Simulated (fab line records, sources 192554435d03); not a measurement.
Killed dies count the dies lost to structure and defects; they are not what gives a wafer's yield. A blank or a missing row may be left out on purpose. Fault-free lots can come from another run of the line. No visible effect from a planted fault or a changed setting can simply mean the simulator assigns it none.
Matching of chambers    flow n5 finfet    rie diel-03 running N5_BEOL_M0_SAQP_ETCH_84: 4 sister chambers
The step etches SOC in N2/H2, target depth 100 nm, overetch 20 nm, time 150 s. 4 wafers are shown with their chamber, then 10 later ones without.

## WAFERS, EACH WITH ITS CHAMBER
wafer   chamber  showerhead plenum p Torr (Torr)
L080.5  1        2.44
L084.6  0        2.52
L089.2  2        2.64
L089.4  3        2.59

## WAFERS WITH NO CHAMBER GIVEN
wafer   showerhead plenum p Torr (Torr)
L089.5  2.52
L091.1  2.64
L091.3  2.52
L091.4  2.59
L092.2  2.51
L092.3  2.43
L092.4  2.64
L096.1  2.64
L096.3  2.58
L096.6  2.43

## WHICH CHAMBER EACH ONE RAN IN
wafer   from the rows above  in truth
L089.5  0                    0
L091.1  2                    2
L091.3  0                    0
L091.4  3                    3
L092.2  0                    0
L092.3  1                    1
L092.4  2                    2
L096.1  2                    2
L096.3  3                    3
L096.6  1                    1
Correctly placed: 10 of 10. Number that these rows cannot place: 0. Number placed wrongly: 0.
How it was worked out, from the rows above alone: a wafer's distance from a chamber is the root of the sum, over the readings, of the square of ((its reading less the chamber's mean) divided by the reading's scatter). If the next closest chamber is less than 2 further off than the closest, the wafer can't be placed; otherwise it belongs to the closest. For every chamber, the mean is computed from those of its wafers that are shown. The scatter (one wafer shown for each chamber): square how far every hidden wafer sits from the nearest shown wafer, average those squares and take the square root.
